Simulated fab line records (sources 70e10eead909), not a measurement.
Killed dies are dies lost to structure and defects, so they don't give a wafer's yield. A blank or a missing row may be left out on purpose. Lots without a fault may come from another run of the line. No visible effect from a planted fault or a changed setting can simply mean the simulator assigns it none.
The same fault as seen by 3 desks	flow nand harc	each desk holds nothing but its own numbers, with what lay behind them at the end

DESK OF THE TOOL OWNER: lpcvd poly-01
The tool's own readings at NHARC_A_SOURCE_PLATE_CVD_03 (deposits poly-Si, target thk 200 nm, time 4000 s): means of the sampled wafers that have a number, for each lot that ran on this tool. Any lot whose mean is over 4 standard deviations away from the usual mean is out of limits and marked OUT; that distance is given in the brackets.
Columns: A = pressure mtorr at NHARC_A_SOURCE_PLATE_CVD_03, usual 200.0 mTorr; B = spike tc bottom C at NHARC_A_SOURCE_PLATE_CVD_03, usual 641.4 C; C = spike tc centre C at NHARC_A_SOURCE_PLATE_CVD_03, usual 620.1 C; D = spike tc lower C at NHARC_A_SOURCE_PLATE_CVD_03, usual 620.2 C; E = spike tc top C at NHARC_A_SOURCE_PLATE_CVD_03, usual 638.9 C; F = spike tc upper C at NHARC_A_SOURCE_PLATE_CVD_03, usual 620.1 C
lot	first seen here	A	B	C	D	E	F
L439	day 7 13:25	200.7	640.1	619.3	620.0	638.1	619.5
L440	day 7 13:25	199.9	640.4	619.3	620.1	637.7	620.1
L448	day 10 19:38	200.1	641.0	618.9	620.3	638.2	621.2
L449	day 11 11:50	199.5	641.2	619.7	619.7	638.3	619.4
L451	day 12 15:13	200.4	641.1	619.4	620.0	638.8	619.4
L453	day 13 06:55	200.4	640.4	619.8	620.3	638.1	620.5
L455	day 14 05:06	199.9	657.8 (+9.6) OUT	636.0 (+13) OUT	638.1 (+18) OUT	655.4 (+15) OUT	637.2 (+14) OUT
L456	day 14 19:18	200.2	656.5 (+8.9) OUT	635.8 (+13) OUT	638.0 (+18) OUT	655.7 (+15) OUT	636.4 (+14) OUT
This desk finds L455, L456 out of limits, L455 being first, at day 14 05:06 (spike tc bottom C at NHARC_A_SOURCE_PLATE_CVD_03). L439, L440, L448, L449, L451, L453 stayed within limits.

FROM THE METROLOGY DESK
Lot by lot, what the gauges showed, no matter which tool ran the lot: averages of those sampled wafers that carry a number. Any lot whose mean is over 4 standard deviations away from the usual mean is out of limits and marked OUT; that distance is given in the brackets.
Columns: A = cd nm at NHARC_A_ZERO_WELL_CD_MEAS_10, usual 2000.8 nm; B = thk nm at NHARC_A_SOURCE_PLATE_THK_MEAS_09, usual 9.8 nm; C = thk nm at NHARC_A_SOURCE_PLATE_THK_MEAS_06, usual 199.2 nm
lot	first seen here	A	B	C
L440	day 7 02:38	1999.9	10.1	197.2
L439	day 7 03:19	2001.5	10.4	198.6
L441	day 7 16:31	2002.6	8.4	200.0
L444	day 8 22:41	2002.9	10.0	199.3
L446	day 9 17:01	1995.5	8.9	199.6
L447	day 10 01:58	1997.1	9.2	198.3
L448	day 10 08:02	2000.0	10.3	198.2
L449	day 10 21:48	2003.4	10.2	201.3
L451	day 12 03:43	1997.8	9.5	202.6
L453	day 12 20:59	2000.1	10.2	200.1
L455	day 13 17:40	2000.6	10.3	295.7 (+44) OUT
L456	day 14 07:13	1997.6	10.0	298.0 (+45) OUT
L457	day 14 15:05	2000.9	10.3	197.2
This desk finds L455, L456 out of limits, L455 being first, at day 14 15:30 (thk nm at NHARC_A_SOURCE_PLATE_THK_MEAS_06). L440, L439, L441, L444, L446, L447, L448, L449, L451, L453, L457 stayed within limits.

THE DEFECT DESK
Inspection counts along the route, by lot: the mean over sampled wafers that carry a number. Any lot whose mean is over 4 standard deviations away from the usual mean is out of limits and marked OUT; that distance is given in the brackets.
Columns: A = raw defect count at NHARC_A_START_INSPECT_01, usual 3.6
lot	first seen here	A
L440	day 7 01:48	4.3
L439	day 7 02:35	4.7
L441	day 7 15:40	2.7
L444	day 8 21:58	2.7
L446	day 9 16:10	2.7
L447	day 10 01:08	7.3
L448	day 10 07:12	2.0
L449	day 10 20:58	5.0
L451	day 12 02:52	4.0
L453	day 12 20:08	5.7
L455	day 13 16:50	3.3
L456	day 14 06:23	2.7
L457	day 14 14:21	6.7
This desk's finding: nothing out of limits on any of the 13 lots.

TAKEN TOGETHER
The tool owner's desk could have raised an alarm at day 14 05:06, on L455, L456.
L455, L456 would have let the metrology desk raise an alarm at day 14 15:30.
Nothing out of limits was seen by the defect desk.
The defect desk has L455, L456 on record, within its limits.
NHARC_A_SOURCE_PLATE_CVD_03 was run on lpcvd poly-01 by each of the lots named.

WHAT THE SIMULATOR PUT IN
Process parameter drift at NHARC_A_SOURCE_PLATE_CVD_03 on lpcvd poly-01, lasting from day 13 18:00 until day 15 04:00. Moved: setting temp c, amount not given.
Lots struck among those shown: L455, L456.
Time in hours from fault onset to the first out-of-limits reading at each desk: tool owner's desk 11, metrology desk 22.
